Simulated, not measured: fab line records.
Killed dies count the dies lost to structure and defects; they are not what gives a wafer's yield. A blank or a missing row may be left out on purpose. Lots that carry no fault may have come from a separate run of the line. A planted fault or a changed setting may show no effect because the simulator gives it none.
Split-lot study    flow n5Finfet    39 wafers read across 7 lots, on a route 1938 steps long

## ABOUT THE SPLIT
At N5_SPACER0_ALD_07 (deposits SiNx, target thk 2 nm), the setting targetThkA was moved away from the recipe's 20 angstrom on 15 of the 39 wafers read, by -15.8% to -4.5%. For the rest of the wafers, this setting stayed at what the recipe calls for.

The split's own step is where the reading is taken.

## THE READING
SiNx_of_SPACER0_ALD_07.thkNm (the simulator's own value, which no gauge read), in nm, at N5_SPACER0_ALD_07 (deposits SiNx, target thk 2 nm). The file gives no usual value for it.

wafer   tool, chamber at the split  targetThkA as run, angstrom  against the recipe  SiNx_of_SPACER0_ALD_07.thkNm, nm  against lot-mates on the recipe
L074.1  aldSin-04, 1,2,0            20                           recipe              2                                 -
L074.3  aldSin-04, 1,2,0            20                           recipe              2                                 -
L074.5  aldSin-04, 1,2,0            20                           recipe              2                                 -
L074.2  aldSin-04, 0,3,3            17.78                        -11.1%              1.8                               -0.2
L074.4  aldSin-04, 0,3,3            17.78                        -11.1%              1.8                               -0.2
L074.6  aldSin-04, 0,3,3            17.78                        -11.1%              1.8                               -0.2
L076.1  aldSin-01, 0,3,1            20                           recipe              2                                 -
L076.2  aldSin-01, 0,3,1            20                           recipe              2                                 -
L076.4  aldSin-01, 0,3,1            20                           recipe              2                                 -
L076.3  aldSin-01, 2,0,1            17.86                        -10.7%              1.8                               -0.2
L076.5  aldSin-01, 2,0,1            17.86                        -10.7%              1.8                               -0.2
L076.6  aldSin-01, 2,0,1            17.86                        -10.7%              1.8                               -0.2
L079.1  aldSin-01, 3,1,3            18.61                        -7.0%               1.8                               -0.2
L079.3  aldSin-01, 3,1,3            18.61                        -7.0%               1.8                               -0.2
L079.6  aldSin-01, 3,1,3            18.61                        -7.0%               1.8                               -0.2
L079.2  aldSin-01, 2,0,0            20                           recipe              2                                 -
L079.4  aldSin-01, 2,0,0            20                           recipe              2                                 -
L079.5  aldSin-01, 2,0,0            20                           recipe              2                                 -
L080.1  aldSin-03, 1,3,0            20                           recipe              2                                 -
L080.2  aldSin-03, 1,3,0            20                           recipe              2                                 -
L080.3  aldSin-03, 1,3,0            20                           recipe              2                                 -
L080.4  aldSin-03, 2                16.84                        -15.8%              1.8                               -0.2
L080.5  aldSin-03, 3,2              16.84                        -15.8%              1.6                               -0.4
L080.6  aldSin-03, 3,2              16.84                        -15.8%              1.6                               -0.4
L086.1  aldSin-04, 0,2,1            20                           recipe              2                                 -
L086.2  aldSin-04, 0,2,1            20                           recipe              2                                 -
L086.4  aldSin-04, 0,2,1            20                           recipe              2                                 -
L088.1  aldSin-04, 2,1,0,3,3,0      20                           recipe              2                                 -
L088.2  aldSin-04, 2,1,0,3,3,0      20                           recipe              2                                 -
L088.3  aldSin-04, 2,1,0,3,3,0      20                           recipe              2                                 -
L088.4  aldSin-04, 2,1,0,3,3,0      20                           recipe              2                                 -
L088.5  aldSin-04, 2,1,0,3,3,0      20                           recipe              2                                 -
L088.6  aldSin-04, 2,1,0,3,3,0      20                           recipe              2                                 -
L094.1  aldSin-01, 2,0,3            20                           recipe              2                                 -
L094.3  aldSin-01, 2,0,3            20                           recipe              2                                 -
L094.4  aldSin-01, 2,0,3            20                           recipe              2                                 -
L094.2  aldSin-01, 1,0,3            19.09                        -4.5%               2                                 +0.0
L094.5  aldSin-01, 1,0,3            19.09                        -4.5%               2                                 +0.0
L094.6  aldSin-01, 1,0,3            19.09                        -4.5%               2                                 +0.0
Where a row lists several chambers, the file gives one row for several wafers and doesn't say which wafer went through which chamber.

FIT RESULTS
A straight line over all 39 wafers: SiNx_of_SPACER0_ALD_07.thkNm changes by +0.0202 nm for each +1% of targetThkA; r = +0.94; the points scatter about the line by 0.042 nm.
The same after taking each lot's own level away (the mean of its wafers on the recipe; 39 wafers): +0.0202 nm for each +1%; r = +0.94; scatter 0.042 nm.
Per that fit: largest targetThkA move, reading shift of 0.32 nm.
The lots' own levels span 2.00 to 2.00 nm.
So the lot-to-lot level changes the slope little: the two slopes agree.
Check: with one of the wafers moved furthest among these (-15.8%) left out of the fit, the line predicts -0.336 nm for it against its lot-mates. Against them it came out at -0.2 nm.

## THE OTHER SPLITS THESE WAFERS WENT THROUGH
These wafers also went through other splits before the reading. Each is held against what the fit with the lots' levels taken away leaves over:
other split on the same wafers      wafers away from the commonest value  r with SiNx_of_SPACER0_ALD_07.thkNm (lot level and that fit taken away)
N5_DUMMY_GATE_HM_DEP_06 targetThkA  30                                    +0.47
N5_DUMMY_GATE_ETCH_31 targetDepthA  12                                    -0.03
N5_DUMMY_GATE_ETCH_32 timeS         12                                    +0.04

## THE FILE'S OWN FIT
SiNx_of_SPACER0_ALD_07.thkNm changes by +0.0198 nm for each +1% of targetThkA, r = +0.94.
